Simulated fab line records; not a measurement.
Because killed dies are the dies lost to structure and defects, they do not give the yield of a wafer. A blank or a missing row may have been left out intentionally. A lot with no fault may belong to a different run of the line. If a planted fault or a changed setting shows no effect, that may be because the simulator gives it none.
Split-lot trial + flow n5 finfet + 39 wafers read from 7 lots, route of 1938 steps

## THE SPLIT ITSELF
At N5_BEOL_M9_ETCH_62 (etches SOC in N2/H2, target depth 110 nm, overetch 22 nm, time 165 s), the setting target depth a was moved away from the recipe's 1100 angstrom on 12 of the 39 wafers read, by +23.6% to +57.9%. The other wafers ran this setting at the recipe's value.

## FROM THE SPLIT TO THE READING: what the file shows between them, 9 steps
- N5_BEOL_M9_STRIP_68: strips in N2/H2
- N5_BEOL_M9_STRIP_67: strips in CF4
- N5_BEOL_M9_HM_OPEN_17: chemistry Cl2/BCl3, target TiN, target depth 20 nm, overetch 6 nm
- N5_BEOL_M9_STRIP_19: strips in O2
- N5_BEOL_M9_CD_MEAS_18: pitch 140 nm, target cd 70 nm
- N5_BEOL_M9_COAT_63: time 60 s, resist thk 60 nm
- N5_BEOL_M9_COAT_64: time 60 s, resist thk 12 nm
- N5_BEOL_M9_PRECLEAN_42: cleans in residue remover, time 60 s
- N5_BEOL_M9_SRD_43: time 30 s

## THE READING
cd nm, in nm, at N5_BEOL_M9_CD_MEAS_35 (target cd 70 nm, target cd y 40 nm). Fault-free wafers of this fab line usually give 69.9 nm, standard deviation 0.42 nm.

| wafer  | tool, chamber at the split | target depth a as run, angstrom | against the recipe | cd nm, nm | against lot-mates on the recipe |
|--------|----------------------------|---------------------------------|--------------------|-----------|---------------------------------|
| L076.1 | rie diel-02, 2             | 1360                            | +23.6%             | 70.4      | +1.0                            |
| L076.2 | rie diel-02, 3,0           | 1100                            | recipe             | 69.1      | -                               |
| L076.3 | rie diel-02, 3,0           | 1100                            | recipe             | 69.3      | -                               |
| L076.4 | rie diel-02, 1             | 1360                            | +23.6%             | 71.2      | +1.8                            |
| L076.5 | rie diel-02, 2             | 1360                            | +23.6%             | 70.9      | +1.5                            |
| L076.6 | rie diel-02, 1             | 1100                            | recipe             | 69.8      | -                               |
| L081.1 | rie diel-02, 2             | 1100                            | recipe             | 70.4      | -                               |
| L081.2 | rie diel-02, 1             | 1100                            | recipe             | 70.0      | -                               |
| L081.3 | rie diel-02, 3             | 1100                            | recipe             | 70.0      | -                               |
| L081.4 | rie diel-02, 0             | 1100                            | recipe             | 70.1      | -                               |
| L081.5 | rie diel-02, 3             | 1100                            | recipe             | 70.2      | -                               |
| L081.6 | rie diel-02, 0             | 1100                            | recipe             | 70.1      | -                               |
| L082.1 | rie diel-01, 2             | 1100                            | recipe             | 70.1      | -                               |
| L082.2 | rie diel-01, 3             | 1100                            | recipe             | 70.1      | -                               |
| L082.3 | rie diel-01, 1             | 1100                            | recipe             | 70.2      | -                               |
| L082.4 | rie diel-01, 0             | 1100                            | recipe             | 69.9      | -                               |
| L082.5 | rie diel-01, 3             | 1100                            | recipe             | 70.1      | -                               |
| L082.6 | rie diel-01, 0             | 1100                            | recipe             | 70.3      | -                               |
| L087.1 | rie diel-02, 2             | 1100                            | recipe             | 69.4      | -                               |
| L087.2 | rie diel-02, 0             | 1100                            | recipe             | 70.1      | -                               |
| L087.3 | rie diel-02, 1             | 1737                            | +57.9%             | 71.6      | +1.8                            |
| L087.4 | rie diel-02, 1             | 1737                            | +57.9%             | 72.3      | +2.5                            |
| L087.5 | rie diel-02, 2             | 1100                            | recipe             | 69.9      | -                               |
| L087.6 | rie diel-02, 0             | 1737                            | +57.9%             | 72.3      | +2.5                            |
| L089.1 | rie diel-02, 1             | 1701                            | +54.6%             | 72.2      | +2.0                            |
| L089.2 | rie diel-02, 2             | 1701                            | +54.6%             | 71.1      | +0.9                            |
| L089.3 | rie diel-02, 0             | 1701                            | +54.6%             | 72.6      | +2.4                            |
| L089.4 | rie diel-02, 1             | 1100                            | recipe             | 70.2      | -                               |
| L089.5 | rie diel-02, 0             | 1100                            | recipe             | 70.2      | -                               |
| L089.6 | rie diel-02, 2             | 1100                            | recipe             | 70.3      | -                               |
| L092.1 | rie diel-01, 0             | 1100                            | recipe             | 70.0      | -                               |
| L092.2 | rie diel-01, 3             | 1100                            | recipe             | 69.7      | -                               |
| L092.4 | rie diel-01, 2             | 1100                            | recipe             | 70.4      | -                               |
| L093.1 | rie diel-04, 2             | 1661                            | +51.0%             | 71.8      | +2.0                            |
| L093.2 | rie diel-04, 1             | 1100                            | recipe             | 70.1      | -                               |
| L093.3 | rie diel-04, 0             | 1661                            | +51.0%             | 71.8      | +2.0                            |
| L093.4 | rie diel-04, 3             | 1100                            | recipe             | 69.8      | -                               |
| L093.5 | rie diel-04, 2             | 1100                            | recipe             | 69.6      | -                               |
| L093.6 | rie diel-04, 1             | 1661                            | +51.0%             | 71.5      | +1.7                            |
The file does not say which wafer passed through which chamber wherever a row lists several chambers: such a row stands for several wafers.

FIT RESULTS
A straight line over all 39 wafers: cd nm changes by +0.0356 nm for each +1% of target depth a; r = +0.92; the points scatter about the line by 0.36 nm.
The same after taking each lot's own level away (the mean of its wafers on the recipe; 39 wafers): +0.0367 nm for each +1%; r = +0.93; scatter 0.34 nm.
According to that fit, moving target depth a by its largest amount changes the reading by 2.1 nm.
The span of the lots' own levels, 69.40 to 70.23 nm, comes to 2.0 times the standard deviation stated above.
Consequently the slope shifts little with the lot-to-lot level, the two slopes agreeing.
Check: for one of the wafers moved furthest among these (+57.9%), held out of the fit, the line's prediction against its lot-mates is +2.21 nm. Against them it came out at +1.8 nm.

## THE WHOLE CHAIN: every reading that the file lists as answering this split, in the file's order
| step                  | what it does                                                         | reading                                                                          | change (the file's fit)                | r (the file's) |
|-----------------------|----------------------------------------------------------------------|----------------------------------------------------------------------------------|----------------------------------------|----------------|
| N5_BEOL_M9_ETCH_62    | etches SOC in N2/H2, target depth 110 nm, overetch 22 nm, time 165 s | SiARC_of_BEOL_M9_COAT_60.thk nm (the simulator's own value, which no gauge read) | -0.0534 nm for each +1% of the setting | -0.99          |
| N5_BEOL_M9_ETCH_62    | etches SOC in N2/H2, target depth 110 nm, overetch 22 nm, time 165 s | BEOL_M9.cd offset nm (the simulator's own value, which no gauge read)            | +0.0299 nm for each +1% of the setting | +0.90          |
| N5_BEOL_M9_HM_OPEN_17 | chemistry Cl2/BCl3, target TiN, target depth 20 nm, overetch 6 nm    | etch.depth nm (the simulator's own value, which no gauge read)                   | -0.133 nm for each +1% of the setting  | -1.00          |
| N5_BEOL_M9_CD_MEAS_18 | pitch 140 nm, target cd 70 nm                                        | cd nm                                                                            | +0.033 nm for each +1% of the setting  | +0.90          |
| N5_BEOL_M9_CD_MEAS_35 | target cd 70 nm, target cd y 40 nm                                   | cd nm                                                                            | +0.0374 nm for each +1% of the setting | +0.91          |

## THE FILE'S OWN FIT
cd nm changes by +0.0374 nm for each +1% of target depth a, r = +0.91.
